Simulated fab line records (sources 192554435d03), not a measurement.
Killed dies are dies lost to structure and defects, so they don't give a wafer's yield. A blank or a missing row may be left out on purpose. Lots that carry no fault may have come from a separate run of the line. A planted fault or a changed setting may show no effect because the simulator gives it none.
Lot-split experiment + flow n5 finfet + 39 wafers read across 7 lots, on a route 1938 steps long

THE SPLIT
At N5_ZERO_LAYER_PECVD_02 (deposits SiO2 from SiH4/N2O, target thk 10 nm, time 6 s), the setting time s was moved away from the recipe's 6 s on 18 of the 39 wafers read, by -52.7% to +46.3%. All remaining wafers had this setting at the recipe value.

The split's own step is where the reading is taken.

THE READING
SiO2_of_ZERO_LAYER_PECVD_02.thk nm (the simulator's own value, which no gauge read), in nm, at N5_ZERO_LAYER_PECVD_02 (deposits SiO2 from SiH4/N2O, target thk 10 nm, time 6 s). There is no usual value for it anywhere in the file. The 21 wafers here that ran the recipe average 9.924 nm, standard deviation 0.15 nm.

| wafer  | tool, chamber at the split | time s as run, s | against the recipe | SiO2_of_ZERO_LAYER_PECVD_02.thk nm, nm | against lot-mates on the recipe |
|--------|----------------------------|------------------|--------------------|----------------------------------------|---------------------------------|
| L075.1 | pecvd-03, 2                | 6                | recipe             | 9.988                                  | -                               |
| L075.2 | pecvd-03, 1                | 6                | recipe             | 9.953                                  | -                               |
| L075.3 | pecvd-03, 2                | 8.778            | +46.3%             | 14.82                                  | +4.780                          |
| L075.4 | pecvd-03, 1                | 8.778            | +46.3%             | 14.71                                  | +4.670                          |
| L075.5 | pecvd-03, 2                | 6                | recipe             | 10.18                                  | -                               |
| L075.6 | pecvd-03, 1                | 8.778            | +46.3%             | 14.65                                  | +4.610                          |
| L076.1 | pecvd-03, 0                | 3.252            | -45.8%             | 5.425                                  | -4.561                          |
| L076.2 | pecvd-03, 1                | 6                | recipe             | 9.877                                  | -                               |
| L076.3 | pecvd-03, 1                | 3.252            | -45.8%             | 5.326                                  | -4.660                          |
| L076.4 | pecvd-03, 0                | 6                | recipe             | 10.05                                  | -                               |
| L076.5 | pecvd-03, 0                | 6                | recipe             | 10.03                                  | -                               |
| L076.6 | pecvd-03, 1                | 3.252            | -45.8%             | 5.335                                  | -4.651                          |
| L085.2 | pecvd-04, 1                | 6                | recipe             | 9.798                                  | -                               |
| L085.3 | pecvd-04, 2                | 6                | recipe             | 9.649                                  | -                               |
| L085.5 | pecvd-04, 2                | 6                | recipe             | 9.77                                   | -                               |
| L089.1 | pecvd-03, 2                | 6                | recipe             | 9.7                                    | -                               |
| L089.2 | pecvd-03, 0                | 6                | recipe             | 10.17                                  | -                               |
| L089.3 | pecvd-03, 1                | 8.369            | +39.5%             | 13.83                                  | +3.916                          |
| L089.4 | pecvd-03, 0                | 8.369            | +39.5%             | 14.01                                  | +4.096                          |
| L089.5 | pecvd-03, 2                | 8.369            | +39.5%             | 13.96                                  | +4.046                          |
| L089.6 | pecvd-03, 1                | 6                | recipe             | 9.872                                  | -                               |
| L091.1 | pecvd-02, 0                | 6                | recipe             | 9.787                                  | -                               |
| L091.2 | pecvd-02, 1                | 3.727            | -37.9%             | 5.822                                  | -4.021                          |
| L091.3 | pecvd-02, 2                | 6                | recipe             | 9.866                                  | -                               |
| L091.4 | pecvd-02, 1                | 3.727            | -37.9%             | 6.058                                  | -3.785                          |
| L091.5 | pecvd-02, 2                | 3.727            | -37.9%             | 6.2                                    | -3.643                          |
| L091.6 | pecvd-02, 0                | 6                | recipe             | 9.876                                  | -                               |
| L095.1 | pecvd-02, 2                | 6                | recipe             | 9.96                                   | -                               |
| L095.2 | pecvd-02, 1                | 6                | recipe             | 10.01                                  | -                               |
| L095.3 | pecvd-02, 0                | 6                | recipe             | 9.904                                  | -                               |
| L095.4 | pecvd-02, 2                | 3.749            | -37.5%             | 6.53                                   | -3.428                          |
| L095.5 | pecvd-02, 0                | 3.749            | -37.5%             | 6.429                                  | -3.529                          |
| L095.6 | pecvd-02, 1                | 3.749            | -37.5%             | 6.17                                   | -3.788                          |
| L096.1 | pecvd-03, 1                | 2.837            | -52.7%             | 4.639                                  | -5.350                          |
| L096.2 | pecvd-03, 2                | 6                | recipe             | 9.827                                  | -                               |
| L096.3 | pecvd-03, 0                | 2.837            | -52.7%             | 4.716                                  | -5.273                          |
| L096.4 | pecvd-03, 2                | 2.837            | -52.7%             | 4.637                                  | -5.352                          |
| L096.5 | pecvd-03, 1                | 6                | recipe             | 9.86                                   | -                               |
| L096.6 | pecvd-03, 0                | 6                | recipe             | 10.28                                  | -                               |

THE FIT
A straight line over all 39 wafers: SiO2_of_ZERO_LAYER_PECVD_02.thk nm changes by +0.101 nm for each +1% of time s; r = +1.00; the points scatter about the line by 0.16 nm.
The same after taking each lot's own level away (the mean of its wafers on the recipe; 39 wafers): +0.101 nm for each +1%; r = +1.00; scatter 0.13 nm.
Per that fit: largest time s move, reading shift of 5.3 nm.
Across the lots, their own levels run from 9.7390 to 10.0403 nm, a range of 1.9 times the standard deviation given above.
The two slopes are in agreement: the lot-to-lot level therefore moves the slope only a little.
Check: for one of the wafers moved furthest among these (-52.7%), held out of the fit, the line's prediction against its lot-mates is -5.28 nm. It came out at -5.35 nm against them.

FILE'S OWN FIT
SiO2_of_ZERO_LAYER_PECVD_02.thk nm changes by +0.1 nm for each +1% of time s, r = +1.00.
